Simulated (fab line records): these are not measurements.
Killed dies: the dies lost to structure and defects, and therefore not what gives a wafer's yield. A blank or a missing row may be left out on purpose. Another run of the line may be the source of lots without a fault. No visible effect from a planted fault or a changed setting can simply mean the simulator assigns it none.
The tool behind it: which one? + flow nand_harc + 24 lots, 72 wafers sampled, at 6 steps of a route of 1302

## WHAT THE GAUGES SHOWED, per wafer
No reading from a measuring or inspecting step in the record can be judged against a usual standard deviation.

## WHAT TOOL EACH LOT RAN ON (gives the tool, then ch and the chambers of the sampled wafers, and finally the start)
| lot  | NHARC_P_CONTACT_STRIP_28           | NHARC_P_CONTACT_CMP_24        | NHARC_P_M0_PRE_CLEAN_31         | NHARC_P_M1_PRE_CLEAN_30                 | NHARC_P_M1_PVD_20                       | NHARC_P_M1_ANNEAL_31             |
|------|------------------------------------|-------------------------------|---------------------------------|-----------------------------------------|-----------------------------------------|----------------------------------|
| L074 | rie_diel-03 ch 0,1,3, day 6 08:03  | cmp-02 ch 0,1,2, day 6 09:57  | pecvd-04 ch 0,1,2, day 6 14:02  | pvd_sputter-01, day 6 17:25 or earlier  | pvd_sputter-01, day 6 17:25 or earlier  | rtp_anneal-02 ch 0, day 6 17:25  |
| L076 | rie_diel-05 ch 0,2,3, day 6 13:53  | cmp-04 ch 0,1,3, day 6 15:40  | pecvd-03 ch 0,1,2, day 6 19:34  | pvd_sputter-02, day 6 23:11 or earlier  | pvd_sputter-02, day 6 23:11 or earlier  | rtp_anneal-01 ch 0, day 6 23:11  |
| L075 | rie_diel-03 ch 0,3, day 6 14:47    | cmp-04 ch 0,3, day 6 16:31    | pecvd-03 ch 0,1,2, day 6 20:26  | pvd_sputter-01, day 6 23:50 or earlier  | pvd_sputter-01, day 6 23:50 or earlier  | rtp_anneal-02 ch 0, day 6 23:50  |
| L078 | rie_diel-05 ch 0,1,3, day 7 15:11  | cmp-04 ch 0,1,3, day 7 16:54  | pecvd-03 ch 1,2, day 7 20:52    | pvd_sputter-01, day 8 00:10 or earlier  | pvd_sputter-01, day 8 00:10 or earlier  | rtp_anneal-01 ch 0, day 8 00:10  |
| L077 | rie_diel-05 ch 0,1,3, day 7 16:52  | cmp-02 ch 0,1,2, day 7 18:37  | pecvd-03 ch 0,1,2, day 7 22:40  | pvd_sputter-03, day 8 02:07 or earlier  | pvd_sputter-03, day 8 02:07 or earlier  | rtp_anneal-02 ch 0, day 8 02:07  |
| L079 | rie_diel-05 ch 0,1,3, day 8 08:28  | cmp-03 ch 0,1,2, day 8 10:11  | pecvd-03 ch 1,2, day 8 14:24    | pvd_sputter-02, day 8 17:40 or earlier  | pvd_sputter-02, day 8 17:40 or earlier  | rtp_anneal-01 ch 0, day 8 17:40  |
| L080 | rie_diel-05 ch 0,1,2, day 8 09:18  | cmp-02 ch 1,2,3, day 8 11:02  | pecvd-03 ch 0,1,2, day 8 15:06  | pvd_sputter-03, day 8 18:23 or earlier  | pvd_sputter-03, day 8 18:23 or earlier  | rtp_anneal-01 ch 0, day 8 18:23  |
| L081 | rie_diel-08 ch 0,3, day 8 22:15    | cmp-03 ch 0,3, day 9 00:01    | pecvd-04 ch 0,1, day 9 04:03    | pvd_sputter-02, day 9 07:23 or earlier  | pvd_sputter-02, day 9 07:23 or earlier  | rtp_anneal-01 ch 0, day 9 07:23  |
| L082 | rie_diel-05 ch 0,2,3, day 9 04:15  | cmp-03 ch 0,1,3, day 9 06:03  | pecvd-03 ch 0,1, day 9 09:56    | pvd_sputter-02, day 9 13:11 or earlier  | pvd_sputter-02, day 9 13:11 or earlier  | rtp_anneal-01 ch 0, day 9 13:11  |
| L083 | rie_diel-03 ch 0,2, day 9 11:53    | cmp-03 ch 1,2,3, day 9 13:39  | pecvd-01 ch 0,1, day 9 18:43    | pvd_sputter-03, day 9 22:01 or earlier  | pvd_sputter-03, day 9 22:01 or earlier  | rtp_anneal-02 ch 0, day 9 22:01  |
| L084 | rie_diel-03 ch 0,1,2, day 10 08:16 | cmp-02 ch 1,2,3, day 10 10:07 | pecvd-03 ch 0,1, day 10 14:11   | pvd_sputter-02, day 10 17:20 or earlier | pvd_sputter-02, day 10 17:20 or earlier | rtp_anneal-02 ch 0, day 10 17:20 |
| L085 | rie_diel-05 ch 0,3, day 10 12:17   | cmp-04 ch 1,2, day 10 14:00   | pecvd-01 ch 1,2, day 10 17:57   | pvd_sputter-03, day 10 21:25 or earlier | pvd_sputter-03, day 10 21:25 or earlier | rtp_anneal-02 ch 0, day 10 21:25 |
| L086 | rie_diel-03 ch 1,2, day 10 16:11   | cmp-03 ch 1,2,3, day 10 17:57 | pecvd-01 ch 1,2, day 10 21:59   | pvd_sputter-01, day 11 01:14 or earlier | pvd_sputter-01, day 11 01:14 or earlier | rtp_anneal-01 ch 0, day 11 01:14 |
| L087 | rie_diel-05 ch 0,1, day 11 12:23   | cmp-04 ch 0,3, day 11 14:08   | pecvd-04 ch 0,1,2, day 11 18:00 | pvd_sputter-02, day 11 21:44 or earlier | pvd_sputter-02, day 11 21:44 or earlier | rtp_anneal-01 ch 0, day 11 21:44 |
| L088 | rie_diel-03 ch 0,1, day 12 05:07   | cmp-02 ch 2,3, day 12 06:50   | pecvd-01 ch 0,1,2, day 12 11:12 | pvd_sputter-02, day 12 14:26 or earlier | pvd_sputter-02, day 12 14:26 or earlier | rtp_anneal-01 ch 0, day 12 14:26 |
| L089 | rie_diel-03 ch 0,1,2, day 12 05:32 | cmp-03 ch 0,1, day 12 07:47   | pecvd-01 ch 1,2, day 12 13:02   | pvd_sputter-02, day 12 16:12 or earlier | pvd_sputter-02, day 12 16:12 or earlier | rtp_anneal-01 ch 0, day 12 16:12 |
| L090 | rie_diel-08 ch 0,1,3, day 12 17:02 | cmp-04 ch 1,2,3, day 12 18:44 | pecvd-03 ch 0,2, day 12 22:41   | pvd_sputter-01, day 13 01:59 or earlier | pvd_sputter-01, day 13 01:59 or earlier | rtp_anneal-02 ch 0, day 13 01:59 |
| L091 | rie_diel-08 ch 0,2,3, day 12 23:02 | cmp-03 ch 0,1,2, day 13 00:47 | pecvd-04 ch 0,1,2, day 13 04:48 | pvd_sputter-03, day 13 07:59 or earlier | pvd_sputter-03, day 13 07:59 or earlier | rtp_anneal-01 ch 0, day 13 07:59 |
| L092 | rie_diel-03 ch 2,3, day 13 08:05   | cmp-02 ch 1,2, day 13 09:50   | pecvd-01 ch 0,2, day 13 13:58   | pvd_sputter-01, day 13 17:08 or earlier | pvd_sputter-01, day 13 17:08 or earlier | rtp_anneal-02 ch 0, day 13 17:08 |
| L093 | rie_diel-03 ch 0,3, day 13 22:45   | cmp-02 ch 1,2, day 14 00:35   | pecvd-03 ch 0,1,2, day 14 04:44 | pvd_sputter-01, day 14 07:59 or earlier | pvd_sputter-01, day 14 07:59 or earlier | rtp_anneal-01 ch 0, day 14 07:59 |
| L094 | rie_diel-05 ch 0,1,2, day 14 05:14 | cmp-02 ch 0,1,3, day 14 06:58 | pecvd-04 ch 0,1, day 14 11:45   | pvd_sputter-02, day 14 15:03 or earlier | pvd_sputter-02, day 14 15:03 or earlier | rtp_anneal-02 ch 0, day 14 15:03 |
| L095 | rie_diel-05 ch 1,2,3, day 14 12:13 | cmp-04 ch 0,1,3, day 14 13:57 | pecvd-03 ch 1,2, day 14 17:57   | pvd_sputter-03, day 14 21:23 or earlier | pvd_sputter-03, day 14 21:23 or earlier | rtp_anneal-01 ch 0, day 14 21:23 |
| L096 | rie_diel-05 ch 0,1,2, day 14 23:40 | cmp-04 ch 0,1,3, day 15 01:23 | pecvd-01 ch 0,1,2, day 15 05:17 | pvd_sputter-03, day 15 08:34 or earlier | pvd_sputter-03, day 15 08:34 or earlier | rtp_anneal-01 ch 0, day 15 08:34 |
| L097 | rie_diel-03 ch 0,1,2, day 15 16:01 | cmp-04 ch 1,2, day 15 17:45   | pecvd-03 ch 1,2, day 15 21:57   | pvd_sputter-01, day 16 01:26 or earlier | pvd_sputter-01, day 16 01:26 or earlier | rtp_anneal-01 ch 0, day 16 01:26 |
- NHARC_P_CONTACT_STRIP_28: strips in O2.
- NHARC_P_CONTACT_CMP_24: polishes, t overpolish 30 s, target thk 200 nm.
- NHARC_P_M0_PRE_CLEAN_31: time 12 s.
- NHARC_P_M1_PRE_CLEAN_30: time 30 s.
- NHARC_P_M1_PVD_20: deposits TaN, target thk 5 nm, time 8.06 s.
- NHARC_P_M1_ANNEAL_31: time 90 s.

## AS READ BY THE TOOLS THEMSELVES (means over the sampled wafers that have a number; for cases with no such wafer, the mark the record gives instead)
NHARC_P_CONTACT_STRIP_28.
| lot  | tool        | drypump_motor_current_A (A) | oes_product_au (a.u.) | rf_vpp_V (V) | showerhead_plenum_p_Torr (Torr) | throttle_valve_pct (%) |
|------|-------------|-----------------------------|-----------------------|--------------|---------------------------------|------------------------|
| L074 | rie_diel-03 | 5.8                         | 1.005                 | 58.2         | 3.60                            | 17.037                 |
| L076 | rie_diel-05 | 5.2                         | 0.997                 | 57.8         | 3.57                            | 17.042                 |
| L075 | rie_diel-03 | 6.0                         | 0.990                 | 57.9         | 3.58                            | 17.038                 |
| L078 | rie_diel-05 | 5.5                         | 1.001                 | 58.4         | 3.55                            | 17.046                 |
| L077 | rie_diel-05 | 5.5                         | 1.003                 | 57.0         | 3.55                            | 17.037                 |
| L079 | rie_diel-05 | 5.5                         | 1.013                 | 58.0         | 3.55                            | 17.037                 |
| L080 | rie_diel-05 | 5.6                         | 1.008                 | 58.1         | 3.63                            | 17.033                 |
| L081 | rie_diel-08 | 6.3                         | 0.989                 | 57.8         | 3.60                            | 17.037                 |
| L082 | rie_diel-05 | 5.2                         | 1.005                 | 58.4         | 3.57                            | 17.049                 |
| L083 | rie_diel-03 | 5.4                         | 0.992                 | 59.2         | 3.51                            | 17.043                 |
| L084 | rie_diel-03 | 5.8                         | 0.998                 | 57.6         | 3.51                            | 17.028                 |
| L085 | rie_diel-05 | 5.1                         | 0.998                 | 57.8         | 3.49                            | 17.031                 |
| L086 | rie_diel-03 | 5.3                         | 0.989                 | 57.8         | 3.53                            | 17.032                 |
| L087 | rie_diel-05 | 5.8                         | 1.006                 | 58.3         | 3.60                            | 17.039                 |
| L088 | rie_diel-03 | 6.1                         | 0.995                 | 57.8         | 3.52                            | 17.037                 |
| L089 | rie_diel-03 | 5.8                         | 0.989                 | 57.6         | 3.51                            | 17.031                 |
| L090 | rie_diel-08 | 6.0                         | 0.995                 | 57.9         | 3.56                            | 17.038                 |
| L091 | rie_diel-08 | 6.1                         | 0.990                 | 58.1         | 3.50                            | 17.033                 |
| L092 | rie_diel-03 | 5.1                         | 1.010                 | 58.0         | 3.59                            | 17.048                 |
| L093 | rie_diel-03 | 5.6                         | 1.006                 | 57.3         | 3.67                            | 17.031                 |
| L094 | rie_diel-05 | 5.6                         | 0.993                 | 57.8         | 3.63                            | 17.033                 |
| L095 | rie_diel-05 | 5.2                         | 0.994                 | 58.2         | 3.58                            | 17.039                 |
| L096 | rie_diel-05 | 5.6                         | 0.998                 | 57.8         | 3.63                            | 17.025                 |
| L097 | rie_diel-03 | 5.7                         | 1.001                 | 57.0         | 3.51                            | 17.042                 |

NHARC_P_CONTACT_CMP_24.
| lot  | tool   | motor_current_A (A) | overpolish_run_s (s) | time_to_endpoint_s (s) |
|------|--------|---------------------|----------------------|------------------------|
| L074 | cmp-02 | 12.8                | 29.992               | 43                     |
| L076 | cmp-04 | 11.5                | 29.999               | 47                     |
| L075 | cmp-04 | 11.4                | 30.005               | 42                     |
| L078 | cmp-04 | 12.0                | 30.006               | 45                     |
| L077 | cmp-02 | 12.5                | 29.996               | 38                     |
| L079 | cmp-03 | 13.7                | 29.994               | 43                     |
| L080 | cmp-02 | 11.1                | 30.008               | 39                     |
| L081 | cmp-03 | 11.5                | 30.003               | 42                     |
| L082 | cmp-03 | 12.9                | 30.003               | 44                     |
| L083 | cmp-03 | 12.5                | 30.005               | 45                     |
| L084 | cmp-02 | 11.3                | 30.010               | 37                     |
| L085 | cmp-04 | 11.7                | 29.993               | 39                     |
| L086 | cmp-03 | 12.4                | 30.006               | 41                     |
| L087 | cmp-04 | 12.3                | 29.998               | 44                     |
| L088 | cmp-02 | 11.3                | 29.998               | 39                     |
| L089 | cmp-03 | 13.7                | 30.000               | 42                     |
| L090 | cmp-04 | 12.2                | 29.992               | 45                     |
| L091 | cmp-03 | 13.9                | 30.003               | 44                     |
| L092 | cmp-02 | 10.9                | 29.990               | 38                     |
| L093 | cmp-02 | 11.3                | 29.992               | 40                     |
| L094 | cmp-02 | 12.8                | 29.996               | 43                     |
| L095 | cmp-04 | 11.7                | 29.990               | 41                     |
| L096 | cmp-04 | 11.8                | 29.997               | 44                     |
| L097 | cmp-04 | 11.4                | 30.007               | 43                     |

NHARC_P_M0_PRE_CLEAN_31.
| lot  | tool     | heater_power_w (W) |
|------|----------|--------------------|
| L074 | pecvd-04 | 653                |
| L076 | pecvd-03 | 611                |
| L075 | pecvd-03 | 631                |
| L078 | pecvd-03 | 745                |
| L077 | pecvd-03 | 661                |
| L079 | pecvd-03 | 704                |
| L080 | pecvd-03 | 678                |
| L081 | pecvd-04 | 638                |
| L082 | pecvd-03 | 541                |
| L083 | pecvd-01 | 624                |
| L084 | pecvd-03 | 544                |
| L085 | pecvd-01 | 748                |
| L086 | pecvd-01 | 731                |
| L087 | pecvd-04 | 611                |
| L088 | pecvd-01 | 694                |
| L089 | pecvd-01 | 764                |
| L090 | pecvd-03 | 689                |
| L091 | pecvd-04 | 568                |
| L092 | pecvd-01 | 740                |
| L093 | pecvd-03 | 647                |
| L094 | pecvd-04 | 637                |
| L095 | pecvd-03 | 707                |
| L096 | pecvd-01 | 643                |
| L097 | pecvd-03 | 683                |

NHARC_P_M1_PRE_CLEAN_30.
| lot  | tool           | heater_power_w (W) |
|------|----------------|--------------------|
| L074 | pvd_sputter-01 | 429                |
| L076 | pvd_sputter-02 | 398                |
| L075 | pvd_sputter-01 | 418                |
| L078 | pvd_sputter-01 | 389                |
| L077 | pvd_sputter-03 | 358                |
| L079 | pvd_sputter-02 | 389                |
| L080 | pvd_sputter-03 | 363                |
| L081 | pvd_sputter-02 | 384                |
| L082 | pvd_sputter-02 | 411                |
| L083 | pvd_sputter-03 | 327                |
| L084 | pvd_sputter-02 | 405                |
| L085 | pvd_sputter-03 | 323                |
| L086 | pvd_sputter-01 | 432                |
| L087 | pvd_sputter-02 | 365                |
| L088 | pvd_sputter-02 | 373                |
| L089 | pvd_sputter-02 | 395                |
| L090 | pvd_sputter-01 | 433                |
| L091 | pvd_sputter-03 | 386                |
| L092 | pvd_sputter-01 | 434                |
| L093 | pvd_sputter-01 | 433                |
| L094 | pvd_sputter-02 | 371                |
| L095 | pvd_sputter-03 | 356                |
| L096 | pvd_sputter-03 | 357                |
| L097 | pvd_sputter-01 | 437                |

NHARC_P_M1_PVD_20.
| lot  | tool           | throttle_valve_pct (%) |
|------|----------------|------------------------|
| L074 | pvd_sputter-01 | 29.2                   |
| L076 | pvd_sputter-02 | 29.9                   |
| L075 | pvd_sputter-01 | 29.3                   |
| L078 | pvd_sputter-01 | 28.9                   |
| L077 | pvd_sputter-03 | 30.7                   |
| L079 | pvd_sputter-02 | 29.2                   |
| L080 | pvd_sputter-03 | 30.4                   |
| L081 | pvd_sputter-02 | 28.6                   |
| L082 | pvd_sputter-02 | 29.3                   |
| L083 | pvd_sputter-03 | 30.4                   |
| L084 | pvd_sputter-02 | 29.6                   |
| L085 | pvd_sputter-03 | 30.4                   |
| L086 | pvd_sputter-01 | 29.6                   |
| L087 | pvd_sputter-02 | 30.0                   |
| L088 | pvd_sputter-02 | 29.7                   |
| L089 | pvd_sputter-02 | 29.3                   |
| L090 | pvd_sputter-01 | 29.7                   |
| L091 | pvd_sputter-03 | 30.6                   |
| L092 | pvd_sputter-01 | 29.6                   |
| L093 | pvd_sputter-01 | 29.6                   |
| L094 | pvd_sputter-02 | 30.1                   |
| L095 | pvd_sputter-03 | 30.6                   |
| L096 | pvd_sputter-03 | 30.8                   |
| L097 | pvd_sputter-01 | 29.9                   |

NHARC_P_M1_ANNEAL_31.
| lot  | tool          | anneal_temp_c (C) | wafer_temp_C_max |
|------|---------------|-------------------|------------------|
| L074 | rtp_anneal-02 | 225.00            | 225.8            |
| L076 | rtp_anneal-01 | 225.11            | 226.4            |
| L075 | rtp_anneal-02 | 225.09            | 226.0            |
| L078 | rtp_anneal-01 | 225.04            | 226.4            |
| L077 | rtp_anneal-02 | 224.91            | 226.1            |
| L079 | rtp_anneal-01 | 224.83            | 226.7            |
| L080 | rtp_anneal-01 | 225.11            | 226.2            |
| L081 | rtp_anneal-01 | 224.89            | 226.5            |
| L082 | rtp_anneal-01 | 225.20            | 226.4            |
| L083 | rtp_anneal-02 | 224.97            | 225.9            |
| L084 | rtp_anneal-02 | 224.89            | 225.8            |
| L085 | rtp_anneal-02 | 224.93            | 225.9            |
| L086 | rtp_anneal-01 | 225.28            | 226.2            |
| L087 | rtp_anneal-01 | 225.12            | 226.6            |
| L088 | rtp_anneal-01 | 225.04            | 226.7            |
| L089 | rtp_anneal-01 | 224.82            | 226.3            |
| L090 | rtp_anneal-02 | 225.03            | 225.9            |
| L091 | rtp_anneal-01 | 224.95            | 226.1            |
| L092 | rtp_anneal-02 | 224.89            | 225.9            |
| L093 | rtp_anneal-01 | 224.95            | 226.3            |
| L094 | rtp_anneal-02 | 225.03            | 226.2            |
| L095 | rtp_anneal-01 | 225.13            | 226.2            |
| L096 | rtp_anneal-01 | 224.90            | 226.4            |
| L097 | rtp_anneal-01 | 225.00            | 226.4            |

## THE ANSWER, worked out from the rows above alone
Rule: what is usual is taken from the lots themselves. The widest of any qualifying gaps counts: lots, ordered by their means at a reading, are off when they make up no more than a third of the lots, leave a main group of 4 or more, and stand apart from it by 3 or more times the standard deviation of that group's means. A main group whose means are all the same, to the digits that the tables above print for the reading, isn't used. A lot without any number at a reading at which 4 lots or more have one is off too. All remaining lots with rows at the step are treated as sound. Order of review: gauges by route order, followed by the tools' own readings, for which a lot's mean as printed above is used. The first step at which some lot is off is used, and at that step the reading that is off furthest; a lot without a number counts as furthest.
No lot is off at any reading shown: from this, nothing can be told.

## WHAT THE SIMULATOR PUT IN
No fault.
